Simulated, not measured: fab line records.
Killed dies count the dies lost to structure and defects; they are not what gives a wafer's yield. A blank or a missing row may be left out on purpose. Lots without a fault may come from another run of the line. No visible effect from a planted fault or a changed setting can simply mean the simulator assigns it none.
fab line records	flow nandHarc	part 1 of 2: steps 1 to 31 of 43
[record] lots = 5	wafers = 15	lastDay = 24
route steps=1159 shown P_STI@99 P_GATE@110
lots that met no fault: taken from a fault-free run of the same line
startH: hours from the record's opening day to when the first of the lot's shown wafers began	waitH: hours from the lot's prior step to this one	" repeats the value in the row above	L1.1+2: several wafers, shown together as one row	- no value present, or no start provided	* or withheld: withheld	< > ~ a bound
route shown NAME@n: NAME is a module with steps in the file, n the number in the route of the first one	usual: average and standard deviation across the fault-free wafers	same: alike in all rows	chamber/n: place in a boat	sites: per-site readings	_std_site: the values' standard deviation	_edge_site: mean of outer sites minus mean of inner sites	radiusMm: how far each site lies from the wafer's centre	mask NAME#n: copy n	behind: the most recent tool/chamber to have shaped the wafer	hold: why the lot was held/for how many hours/how that ended	device: whichever transistor did not switch (one of n, p or np)	end of line: at the end of the route, the tests of the same wafers	a step with no rows: only its recipe	killed: dies that structure and defects cost at the first sort, which is not the same as the wafer's yield	map: shows each die of a wafer: x if killed, . if not, _ if none is there
set.NAME: the setting that was run; set.NAME@STEP: the one run at that earlier step	model.NAME: the simulator's own value behind a step, which no gauge read
lots at selected steps of the route; one table per step, one row per wafer
services: a tool's chamber out of use, with start hour (startH, from the record's first day; less than 0 if before it), hours out, and reason
[[steps]]
[step NHARC_P_STI_ANNEAL_34]
[recipe] tempC = 1000	timeS = 1800
[usual] spikeTcBottomC = 1018/3.3	spikeTcTopC = 1009.1/2.3
lot.wafer	tool	chamber	startH	waitH	spikeTcBottomC	spikeTcTopC
L074.4	furnace-07	0	54.72	4.1	1014	1007.3
L074.5	"	0	"	"	1013	1008.9
L074.6	"	0	"	"	1014	1005.9
L075.1	furnace-07	0	54.72	3.7	1015	1004.8
L075.5	"	0	"	"	1015	1007.6
L075.6	"	0	"	"	1014	1006.1
L082.3	furnace-07	0	105.64	8.1	1015	1005.5
L082.4	"	0	"	"	1015	1007.0
L082.6	"	0	"	"	1014	1007.1
L092.3	furnace-07	0	156.84	3.9	1013	1007.9
L092.4	"	0	"	"	1015	1007.5
L092.5	"	0	"	"	1013	1006.0
L094.1	furnace-05	0	176.34	6.0	1016	1010.0
L094.3	"	0	"	"	1018	1010.1
L094.6	"	0	"	"	1017	1009.5
[step NHARC_P_STI_CMP_21]
[recipe] tOverpolishS = 20	targetThkNm = 380.67
[usual] motorCurrentA = 11.8/0.94	overpolishRunS = 20.001/0.0091
lot.wafer	tool	chamber	startH	waitH	motorCurrentA	overpolishRunS
L074.4	cmp-04	3	59.68	0.4	12.5	20.004
L074.6	"	3	"	"	11.5	19.976
L074.5	"	0	"	"	11.1	20.003
L075.1	cmp-01	2	59.72	0.4	11.8	20.004
L075.5	"	2	"	"	11.7	20.008
L075.6	"	3	"	"	11.3	20.002
L082.4	cmp-03	1	110.52	0.4	11.1	19.999
L082.3	"	3	"	"	12.1	20.004
L082.6	"	2	"	"	11.4	19.997
L092.3	cmp-04	3	161.80	0.4	12.4	19.992
L092.4	"	0	"	"	10.6	19.996
L092.5	"	2	"	"	14.2	19.995
L094.1	cmp-04	1	181.25	0.4	13.2	20.015
L094.3	"	2	"	"	13.9	20.001
L094.6	"	0	"	"	11.1	20.005
[step NHARC_P_STI_SRD_35]
lot.wafer	tool	chamber	startH	waitH
L074.4+6+5	wetBench-05	1,4,6	59.99	0.0
L075.1+6+5	wetBench-03	0,2,4	60.03	0.0
L082.4+6+3	wetBench-07	7,0,2	110.83	0.0
L092.3+4+5	wetBench-03	3,5,6	162.05	0.0
L094.1+3+6	wetBench-07	0,2,5	181.53	0.0
[step NHARC_P_STI_ETCH_36]
[recipe] targetDepthA = 388	chemistry = dHF	material = SiO2
lot.wafer	tool	chamber	startH	waitH
L074.4+6+5	wetBench-05	1,4,6	60.02	0.0
L075.1+6+5	wetBench-03	0,2,4	60.05	0.0
L082.4+6+3	wetBench-07	7,0,2	110.85	0.0
L092.3+4+5	wetBench-03	3,5,6	162.08	0.0
L094.1+3+6	wetBench-07	0,2,5	181.55	0.0
[step NHARC_P_STI_STRIP_24]
[recipe] tempC = 160	chemistry = H3PO4	material = Si3N4
lot.wafer	tool	chamber	startH	waitH
L074.4+6+5	wetBench-05	1,4,6	60.03	0.0
L075.1+6+5	wetBench-03	0,2,4	60.07	0.0
L082.4+6+3	wetBench-07	7,0,2	110.87	0.0
L092.3+4+5	wetBench-03	3,5,6	162.09	0.0
L094.1+3+6	wetBench-07	0,2,5	181.56	0.0
[step NHARC_P_STI_ETCH_37]
[recipe] targetDepthA = 110	chemistry = dHF	material = SiO2
lot.wafer	tool	chamber	startH	waitH
L074.4+6+5	wetBench-05	1,4,6	-	-
L075.1+6+5	wetBench-03	0,2,4	-	-
L082.4+6+3	wetBench-07	7,0,2	-	-
L092.3+4+5	wetBench-03	3,5,6	-	-
L094.1+3+6	wetBench-07	0,2,5	-	-
[step NHARC_P_STI_PRECLEAN_38]
[recipe] timeS = *	tempC = 50	bathAgeMin = 0	chemistry = SC1
lot.wafer	tool	chamber	startH	waitH
L074.4+6+5	wetBench-05	1,4,6	-	-
L075.1+6+5	wetBench-03	0,2,4	-	-
L082.4+6+3	wetBench-07	7,0,2	-	-
L092.3+4+5	wetBench-03	3,5,6	-	-
L094.1+3+6	wetBench-07	0,2,5	-	-
[step NHARC_P_STI_SRD_39]
lot.wafer	tool	chamber	startH	waitH
L074.4+6+5	wetBench-05	1,4,6	-	-
L075.1+6+5	wetBench-03	0,2,4	-	-
L082.4+6+3	wetBench-07	7,0,2	-	-
L092.3+4+5	wetBench-03	3,5,6	-	-
L094.1+3+6	wetBench-07	0,2,5	-	-
[step NHARC_P_STI_OXIDE_40]
[recipe] targetThkA = 100	tempC = 900	oxTimeS = 1362	material = SiO2
[usual] spikeTcBottomC = 915.9/2.6	spikeTcTopC = 908.6/2
lot.wafer	tool	chamber	startH	waitH	spikeTcBottomC	spikeTcTopC
L074.4	furnace-05	0	67.08	-	919.1	910.8
L074.5	"	0	"	"	916.4	908.6
L074.6	"	0	"	"	919.2	909.9
L075.1	furnace-05	0	67.08	-	918.6	912.0
L075.5	"	0	"	"	919.1	911.0
L075.6	"	0	"	"	916.9	911.4
L082.3	furnace-07	0	114.87	-	915.7	906.6
L082.4	"	0	"	"	914.5	907.8
L082.6	"	0	"	"	913.4	905.8
L092.3	furnace-04	0	166.85	-	924.2	912.7
L092.4	"	0	"	"	920.6	910.2
L092.5	"	0	"	"	922.1	911.3
L094.1	furnace-07	0	185.56	-	912.3	907.2
L094.3	"	0	"	"	913.0	907.3
L094.6	"	0	"	"	914.4	909.1
[step NHARC_P_STI_INSPECT_25]
[usual] rawDefectCount = 213/73
lot.wafer	tool	chamber	startH	waitH	rawDefectCount
L075.1	defectInspect-02	-	71.15	0.4	148
L075.5	"	-	"	"	192
L075.6	"	-	"	"	182
L074.4	defectInspect-01	-	71.15	0.4	153
L074.5	"	-	"	"	121
L074.6	"	-	"	"	198
L082.3	defectInspect-01	-	118.97	0.4	320
L082.4	"	-	"	"	172
L082.6	"	-	"	"	257
L092.3	defectInspect-02	-	170.91	0.4	155
L092.4	"	-	"	"	195
L092.5	"	-	"	"	303
L094.1	defectInspect-02	-	189.59	0.4	162
L094.3	"	-	"	"	235
L094.6	"	-	"	"	318
[step NHARC_P_GATE_ETCH_69]
[recipe] targetDepthA = 140	chemistry = dHF	material = SiO2
lot.wafer	tool	chamber	startH	waitH
L075.5+1+6	wetBench-09	7,1,3	71.20	0.0
L074.5+6+4	wetBench-01	6,0,1	71.23	0.1
L082.6+4+3	wetBench-01	3,5,7	119.02	0.0
L092.5+4+3	wetBench-06	2,3,4	170.96	0.0
L094.3+6+1	wetBench-06	3,4,5	189.69	0.1
[step NHARC_P_GATE_PRECLEAN_70]
[recipe] timeS = *	tempC = 50	bathAgeMin = 0	chemistry = SC1
lot.wafer	tool	chamber	startH	waitH
L075.5+1+6	wetBench-09	7,1,3	71.30	0.1
L074.5+6+4	wetBench-01	6,0,1	71.30	0.1
L082.6+4+3	wetBench-01	3,5,7	119.11	0.1
L092.5+4+3	wetBench-06	2,3,4	171.05	0.1
L094.3+6+1	wetBench-06	3,4,5	189.75	0.0
[step NHARC_P_GATE_SRD_01]
lot.wafer	tool	chamber	startH	waitH
L075.5+1+6	wetBench-09	7,1,3	-	-
L074.5+6+4	wetBench-01	6,0,1	-	-
L082.6+4+3	wetBench-01	3,5,7	-	-
L092.5+4+3	wetBench-06	2,3,4	-	-
L094.3+6+1	wetBench-06	3,4,5	-	-
[step NHARC_P_GATE_OXIDE_02]
[recipe] targetThkA = 375	tempC = 950	pH2oTorr = 720	oxTimeS = 365	material = SiO2
[usual] spikeTcBottomC = 965.3/1.4	spikeTcTopC = 961.2/2.8
lot.wafer	tool	chamber	startH	waitH	spikeTcBottomC	spikeTcTopC
L074.4	furnace-02	0	74.43	-	964.9	958.2
L074.5	"	0	"	"	964.6	958.6
L074.6	"	0	"	"	964.2	958.1
L075.1	furnace-02	0	74.43	-	964.5	957.8
L075.5	"	0	"	"	965.3	959.6
L075.6	"	0	"	"	964.1	958.4
L082.3	furnace-03	0	122.24	-	967.7	959.4
L082.4	"	0	"	"	966.3	958.7
L082.6	"	0	"	"	965.6	958.1
L092.3	furnace-01	0	173.96	-	965.0	963.6
L092.4	"	0	"	"	963.4	963.8
L092.5	"	0	"	"	965.3	963.9
L094.1	furnace-02	0	192.87	-	964.5	957.3
L094.3	"	0	"	"	966.2	958.9
L094.6	"	0	"	"	964.5	957.8
[step NHARC_P_GATE_DEHYDRATE_03]
[recipe] tempC = 150	timeS = 120
[usual] chillPlateTempC = 23.02/0.11
lot.wafer	tool	chamber	startH	waitH	chillPlateTempC
L075.1	lithoTrack-05	0	79.00	0.4	23.09
L075.5	"	0	"	"	23.10
L075.6	"	0	"	"	23.01
L074.4	lithoTrack-02	0	79.01	0.4	23.09
L074.5	"	0	"	"	23.13
L074.6	"	0	"	"	23.06
L082.3	lithoTrack-05	0	126.81	0.4	22.95
L082.4	"	0	"	"	23.11
L082.6	"	0	"	"	22.91
L092.3	lithoTrack-02	0	178.52	0.4	23.28
L092.4	"	0	"	"	23.00
L092.5	"	0	"	"	22.97
L094.1	lithoTrack-03	0	197.49	0.4	22.80
L094.3	"	0	"	"	22.84
L094.6	"	0	"	"	22.81
[step NHARC_P_GATE_HMDS_04]
[recipe] timeS = 30
[usual] chillPlateTempC = 22.97/0.092
lot.wafer	tool	chamber	startH	waitH	chillPlateTempC
L075.1	lithoTrack-05	0	-	-	22.90
L075.5	"	0	"	"	22.92
L075.6	"	0	"	"	22.98
L074.4	lithoTrack-02	0	-	-	22.96
L074.5	"	0	"	"	23.09
L074.6	"	0	"	"	22.94
L082.3	lithoTrack-05	0	-	-	23.05
L082.4	"	0	"	"	22.79
L082.6	"	0	"	"	22.89
L092.3	lithoTrack-02	0	-	-	22.90
L092.4	"	0	"	"	23.05
L092.5	"	0	"	"	23.04
L094.1	lithoTrack-03	0	-	-	22.99
L094.3	"	0	"	"	23.01
L094.6	"	0	"	"	22.98
[step NHARC_P_GATE_COAT_05]
[recipe] spinRpm = 4690
[usual] chillPlateTempC = 22.99/0.097
lot.wafer	tool	chamber	startH	waitH	chillPlateTempC
L075.1	lithoTrack-05	0	-	-	22.93
L075.5	"	0	"	"	22.89
L075.6	"	0	"	"	23.00
L074.4	lithoTrack-02	0	-	-	23.04
L074.5	"	0	"	"	22.95
L074.6	"	0	"	"	23.01
L082.3	lithoTrack-05	0	-	-	23.02
L082.4	"	0	"	"	23.12
L082.6	"	0	"	"	22.89
L092.3	lithoTrack-02	0	-	-	23.11
L092.4	"	0	"	"	23.19
L092.5	"	0	"	"	22.91
L094.1	lithoTrack-03	0	-	-	22.96
L094.3	"	0	"	"	23.03
L094.6	"	0	"	"	22.92
[step NHARC_P_GATE_SOFTBAKE_06]
[recipe] tempC = 122	timeS = 95
[usual] chillPlateTempC = 23.01/0.092
lot.wafer	tool	chamber	startH	waitH	chillPlateTempC
L075.1	lithoTrack-05	0	-	-	22.97
L075.5	"	0	"	"	23.05
L075.6	"	0	"	"	23.03
L074.4	lithoTrack-02	0	-	-	22.97
L074.5	"	0	"	"	23.04
L074.6	"	0	"	"	23.00
L082.3	lithoTrack-05	0	-	-	23.03
L082.4	"	0	"	"	22.99
L082.6	"	0	"	"	22.84
L092.3	lithoTrack-02	0	-	-	23.00
L092.4	"	0	"	"	22.93
L092.5	"	0	"	"	23.05
L094.1	lithoTrack-03	0	-	-	23.00
L094.3	"	0	"	"	23.04
L094.6	"	0	"	"	23.11
[step NHARC_P_GATE_EBR_07]
[usual] chillPlateTempC = 23.00/0.11
lot.wafer	tool	chamber	startH	waitH	chillPlateTempC
L075.1	lithoTrack-05	0	-	-	23.10
L075.5	"	0	"	"	23.03
L075.6	"	0	"	"	22.88
L074.4	lithoTrack-02	0	-	-	22.92
L074.5	"	0	"	"	22.90
L074.6	"	0	"	"	23.03
L082.3	lithoTrack-05	0	-	-	22.81
L082.4	"	0	"	"	22.97
L082.6	"	0	"	"	22.96
L092.3	lithoTrack-02	0	-	-	23.18
L092.4	"	0	"	"	23.00
L092.5	"	0	"	"	23.23
L094.1	lithoTrack-03	0	-	-	22.82
L094.3	"	0	"	"	23.10
L094.6	"	0	"	"	22.79
[step NHARC_P_GATE_EXPOSE_08]
[recipe] na = 0.6	doseMj = 16.75	maskId = P_HV
[same] na = 0.6
lot.wafer	tool	chamber	startH	waitH	mask
L075.1+5+6	krfScanner-03	0	79.15	-	P_HV#0
L074.4+5+6	krfScanner-01	0	79.33	-	P_HV#0
L082.3+4+6	krfScanner-03	0	127.09	-	P_HV#0
L092.3+4+5	krfScanner-03	0	178.80	-	P_HV#0
L094.1+3+6	krfScanner-01	0	197.92	-	P_HV#0
[step NHARC_P_GATE_PEB_09]
[recipe] pebTempC = 118	pebTimeS = 85
[usual] chillPlateTempC = 23.03/0.11
lot.wafer	tool	chamber	startH	waitH	chillPlateTempC
L075.1	lithoTrack-02	0	79.21	0.1	23.12
L075.5	"	0	"	"	22.93
L075.6	"	0	"	"	23.02
L074.4	lithoTrack-02	0	79.38	0.0	22.95
L074.5	"	0	"	"	22.88
L074.6	"	0	"	"	23.09
L082.3	lithoTrack-05	0	127.15	0.1	23.12
L082.4	"	0	"	"	23.19
L082.6	"	0	"	"	23.14
L092.3	lithoTrack-03	0	178.85	0.1	23.21
L092.4	"	0	"	"	23.17
L092.5	"	0	"	"	22.94
L094.1	lithoTrack-02	0	197.99	0.1	23.19
L094.3	"	0	"	"	23.09
L094.6	"	0	"	"	23.17
[step NHARC_P_GATE_DEVELOP_10]
[recipe] timeS = 70
[usual] chillPlateTempC = 23.00/0.094
lot.wafer	tool	chamber	startH	waitH	chillPlateTempC
L075.1	lithoTrack-02	0	-	-	23.03
L075.5	"	0	"	"	22.91
L075.6	"	0	"	"	22.85
L074.4	lithoTrack-02	0	-	-	23.13
L074.5	"	0	"	"	23.10
L074.6	"	0	"	"	23.13
L082.3	lithoTrack-05	0	-	-	22.89
L082.4	"	0	"	"	22.99
L082.6	"	0	"	"	22.95
L092.3	lithoTrack-03	0	-	-	23.03
L092.4	"	0	"	"	22.97
L092.5	"	0	"	"	22.99
L094.1	lithoTrack-02	0	-	-	23.07
L094.3	"	0	"	"	23.23
L094.6	"	0	"	"	23.03
[step NHARC_P_GATE_CD_MEAS_11]
[recipe] targetCdNm = 1640	landingEnergyEv = 500
[usual] cdNm = 1640.7/2.4
lot.wafer	tool	chamber	startH	waitH	cdNm
L075.1	cdSem-03	0	79.31	-	1634.9
L075.5	"	0	"	"	1642.1
L075.6	"	0	"	"	1637.3
L074.4	cdSem-03	0	79.48	-	1642.5
L074.5	"	0	"	"	1642.2
L074.6	"	0	"	"	1638.8
L082.3	cdSem-02	0	127.24	-	1641.9
L082.4	"	0	"	"	1642.2
L082.6	"	0	"	"	1641.2
L092.3	cdSem-03	0	178.95	-	1638.0
L092.4	"	0	"	"	1641.5
L092.5	"	0	"	"	1640.3
L094.1	cdSem-01	0	198.08	-	1644.1
L094.3	"	0	"	"	1640.0
L094.6	"	0	"	"	1635.4
[step NHARC_P_GATE_HARDBAKE_12]
[recipe] tempC = 125	timeS = 80
[usual] chillPlateTempC = 23.00/0.11
lot.wafer	tool	chamber	startH	waitH	chillPlateTempC
L075.1	lithoTrack-03	0	79.40	-	22.81
L075.5	"	0	"	"	22.96
L075.6	"	0	"	"	22.95
L074.4	lithoTrack-05	0	79.56	-	23.02
L074.5	"	0	"	"	23.05
L074.6	"	0	"	"	23.09
L082.3	lithoTrack-03	0	127.32	-	22.95
L082.4	"	0	"	"	22.90
L082.6	"	0	"	"	23.10
L092.3	lithoTrack-03	0	179.03	-	23.18
L092.4	"	0	"	"	23.14
L092.5	"	0	"	"	23.00
L094.1	lithoTrack-05	0	198.16	-	23.14
L094.3	"	0	"	"	23.09
L094.6	"	0	"	"	23.08
[step NHARC_P_GATE_DESCUM_13]
[recipe] timeS = 3	o2FlowSccm = 200	arFlowSccm = 0	biasPowerW = 0	chemistry = O2
[usual] drypumpMotorCurrentA = 5.8/0.37	mfcArSccm = 0.011/0.013	oesProductAu = 0.998/0.013	rfVppV = 57.8/0.85	showerheadPlenumPTorr = 1.92/0.058	throttleValvePct = 11.312/0.0079
lot.wafer	tool	chamber	startH	waitH	drypumpMotorCurrentA	mfcArSccm	oesProductAu	rfHoursCounterH	rfVppV	showerheadPlenumPTorr	throttleValvePct
L075.1	rieDiel-08	0	79.52	-	6.1	0	0.989	45	58.1	1.83	11.298
L075.6	"	1	"	"	5.1	0.017	0.996	-	57.0	1.88	11.319
L075.5	"	2	"	"	5.9	0.033	1.008	-	58.2	2.00	11.309
L074.4	rieDiel-02	2	79.64	-	5.9	0.044	1.009	32	57.3	1.85	11.313
L074.6	"	1	"	"	6.0	0.006	1.003	-	59.3	2.00	11.303
L074.5	"	2	"	"	5.9	0.044	0.994	-	57.8	1.85	11.321
L082.3	rieDiel-05	0	127.40	-	6.0	0	1.000	23	58.7	1.95	11.322
L082.4	"	1	"	"	5.8	0.012	1.016	25	57.1	1.88	11.313
L082.6	"	0	"	"	5.9	0	1.004	-	57.1	1.95	11.317
L092.4	rieDiel-08	2	179.10	-	5.9	0.033	1.002	18	57.1	1.99	11.316
L092.3	"	3	"	"	5.3	0	0.981	24	59.1	1.98	11.303
L092.5	"	2	"	"	5.9	0.033	1.013	-	57.5	1.99	11.311
L094.1	rieDiel-05	2	198.24	-	6.2	0.018	0.996	6	56.4	1.87	11.305
L094.3	"	2	"	"	6.1	0.018	0.995	-	58.3	1.87	11.321
L094.6	"	2	"	"	6.1	0.018	0.985	-	57.3	1.87	11.303
[step NHARC_P_GATE_ETCH_14]
[recipe] targetDepthA = 488	chemistry = dHF	material = SiO2
lot.wafer	tool	chamber	startH	waitH
L075.1+5+6	wetBench-09	1,3,4	79.63	0.1
L074.6+4+5	wetBench-06	6,7,0	79.77	0.1
L082.3+6+4	wetBench-06	0,1,3	127.54	0.1
L092.3+5+4	wetBench-01	4,7,1	179.24	0.1
L094.1+6+3	wetBench-01	0,3,4	198.46	0.2
[step NHARC_P_GATE_STRIP_15]
[recipe] timeS = 780	tempC = 130	chemistry = SPM
lot.wafer	tool	chamber	startH	waitH
L075.1+5+6	wetBench-09	1,3,4	79.67	0.0
L074.6+4+5	wetBench-06	6,7,0	79.80	0.0
L082.3+6+4	wetBench-06	0,1,3	127.58	0.0
L092.3+5+4	wetBench-01	4,7,1	179.28	0.0
L094.1+6+3	wetBench-01	0,3,4	198.50	0.0
[step NHARC_P_GATE_PRECLEAN_71]
[recipe] timeS = *	tempC = 50	bathAgeMin = 0	chemistry = SC1
lot.wafer	tool	chamber	startH	waitH
L075.1+5+6	wetBench-09	1,3,4	-	-
L074.6+4+5	wetBench-06	6,7,0	-	-
L082.3+6+4	wetBench-06	0,1,3	-	-
L092.3+5+4	wetBench-01	4,7,1	-	-
L094.1+6+3	wetBench-01	0,3,4	-	-
[step NHARC_P_GATE_SRD_72]
lot.wafer	tool	chamber	startH	waitH
L075.1+5+6	wetBench-09	1,3,4	-	-
L074.6+4+5	wetBench-06	6,7,0	-	-
L082.3+6+4	wetBench-06	0,1,3	-	-
L092.3+5+4	wetBench-01	4,7,1	-	-
L094.1+6+3	wetBench-01	0,3,4	-	-
[step NHARC_P_GATE_OXIDE_16]
[recipe] targetThkA = 30	tempC = 875	oxTimeS = 392	material = SiO2
[usual] spikeTcBottomC = 890.7/1.5	spikeTcTopC = 887.0/2.9
lot.wafer	tool	chamber	startH	waitH	spikeTcBottomC	spikeTcTopC
L074.4	furnace-01	0	84.01	-	891.5	889.8
L074.5	"	0	"	"	888.8	891.6
L074.6	"	0	"	"	890.2	889.1
L075.1	furnace-01	0	84.01	-	888.6	889.4
L075.5	"	0	"	"	889.4	889.7
L075.6	"	0	"	"	889.6	890.7
L082.3	furnace-03	0	131.70	-	891.0	885.4
L082.4	"	0	"	"	893.2	882.7
L082.6	"	0	"	"	892.0	884.6
L092.3	furnace-03	0	182.63	-	891.4	885.4
L092.4	"	0	"	"	893.0	883.3
L092.5	"	0	"	"	892.2	885.4
L094.1	furnace-03	0	201.61	-	891.8	884.6
L094.3	"	0	"	"	890.9	884.6
L094.6	"	0	"	"	891.9	883.4
[step NHARC_P_GATE_CVD_17]
[recipe] targetThkA = 1500	tempC = 620	timeS = 900	material = poly-Si
[usual] spikeTcBottomC = 640.7/2.7	spikeTcTopC = 639.0/2.4
lot.wafer	tool	chamber	startH	waitH	spikeTcBottomC	spikeTcTopC
L074.4	lpcvdPoly-04	0	90.40	2.9	644.5	637.1
L074.5	"	0	"	"	643.8	640.0
L074.6	"	0	"	"	642.7	637.6
L075.1	lpcvdPoly-04	0	90.40	2.9	644.2	637.2
L075.5	"	0	"	"	641.8	635.9
L075.6	"	0	"	"	640.4	634.5
L082.3	lpcvdPoly-01	0	137.94	2.7	639.7	642.4
L082.4	"	0	"	"	640.3	642.7
L082.6	"	0	"	"	639.4	641.4
L092.3	lpcvdPoly-04	0	189.03	2.9	642.4	636.5
L092.4	"	0	"	"	642.0	636.8
L092.5	"	0	"	"	641.6	636.9
L094.1	lpcvdPoly-01	0	207.84	2.7	639.7	643.5
L094.3	"	0	"	"	639.6	639.9
L094.6	"	0	"	"	641.8	642.6
